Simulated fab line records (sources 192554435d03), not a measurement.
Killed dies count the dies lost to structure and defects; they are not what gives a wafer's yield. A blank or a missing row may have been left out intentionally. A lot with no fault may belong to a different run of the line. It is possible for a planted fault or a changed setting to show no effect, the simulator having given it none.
Chamber matching / flow n5-finfet / rie-diel-06 running N5_BEOL_M13_DESCUM_33: 4 sister chambers
The step chemistry O2, time 7.9 s. 8 wafers are shown with their chamber, then 12 later ones without.

== WAFERS, EACH WITH ITS CHAMBER ==
wafer=L076.1; chamber=0; showerhead-plenum-p-Torr (Torr)=2.01; throttle-valve-pct (%)=20.73
wafer=L083.3; chamber=1; showerhead-plenum-p-Torr (Torr)=2.03; throttle-valve-pct (%)=20.12
wafer=L085.4; chamber=0; showerhead-plenum-p-Torr (Torr)=2.00; throttle-valve-pct (%)=20.76
wafer=L085.5; chamber=3; showerhead-plenum-p-Torr (Torr)=2.16; throttle-valve-pct (%)=20.43
wafer=L085.6; chamber=2; showerhead-plenum-p-Torr (Torr)=2.21; throttle-valve-pct (%)=20.44
wafer=L090.3; chamber=3; showerhead-plenum-p-Torr (Torr)=2.16; throttle-valve-pct (%)=20.44
wafer=L090.4; chamber=2; showerhead-plenum-p-Torr (Torr)=2.21; throttle-valve-pct (%)=20.45
wafer=L090.6; chamber=1; showerhead-plenum-p-Torr (Torr)=2.02; throttle-valve-pct (%)=20.10

== WAFERS WITHOUT THEIR CHAMBER ==
wafer=L091.1; showerhead-plenum-p-Torr (Torr)=2.00; throttle-valve-pct (%)=20.77
wafer=L091.3; showerhead-plenum-p-Torr (Torr)=2.21; throttle-valve-pct (%)=20.47
wafer=L091.5; showerhead-plenum-p-Torr (Torr)=2.00; throttle-valve-pct (%)=20.75
wafer=L092.1; showerhead-plenum-p-Torr (Torr)=2.16; throttle-valve-pct (%)=20.45
wafer=L092.2; showerhead-plenum-p-Torr (Torr)=2.00; throttle-valve-pct (%)=20.77
wafer=L092.6; showerhead-plenum-p-Torr (Torr)=2.21; throttle-valve-pct (%)=20.46
wafer=L094.1; showerhead-plenum-p-Torr (Torr)=2.00; throttle-valve-pct (%)=20.78
wafer=L094.5; showerhead-plenum-p-Torr (Torr)=2.21; throttle-valve-pct (%)=20.45
wafer=L094.6; showerhead-plenum-p-Torr (Torr)=2.16; throttle-valve-pct (%)=20.44
wafer=L097.2; showerhead-plenum-p-Torr (Torr)=2.20; throttle-valve-pct (%)=20.48
wafer=L097.3; showerhead-plenum-p-Torr (Torr)=2.16; throttle-valve-pct (%)=20.46
wafer=L097.6; showerhead-plenum-p-Torr (Torr)=2.16; throttle-valve-pct (%)=20.45

== THE CHAMBER EACH PASSED THROUGH ==
wafer=L091.1; from the rows above=0; in truth=0
wafer=L091.3; from the rows above=2; in truth=2
wafer=L091.5; from the rows above=0; in truth=0
wafer=L092.1; from the rows above=3; in truth=3
wafer=L092.2; from the rows above=0; in truth=0
wafer=L092.6; from the rows above=2; in truth=2
wafer=L094.1; from the rows above=0; in truth=0
wafer=L094.5; from the rows above=2; in truth=2
wafer=L094.6; from the rows above=3; in truth=3
wafer=L097.2; from the rows above=2; in truth=2
wafer=L097.3; from the rows above=3; in truth=3
wafer=L097.6; from the rows above=3; in truth=3
Correct placement for 12 of the 12. Not placeable from these rows: 0. 0 placed wrongly.
How it was worked out, from the rows above alone: a wafer's distance from a chamber is the root of the sum, over the readings, of the square of ((its reading less the chamber's mean) divided by the reading's scatter). If the next closest chamber is less than 2 further off than the closest, the wafer can't be placed; otherwise it belongs to the closest. For every chamber, the mean is computed from those of its wafers that are shown. The scatter: take each reading less its chamber's mean, square it, sum over the shown wafers, divide by the number of wafers less the number of chambers, and take the root.
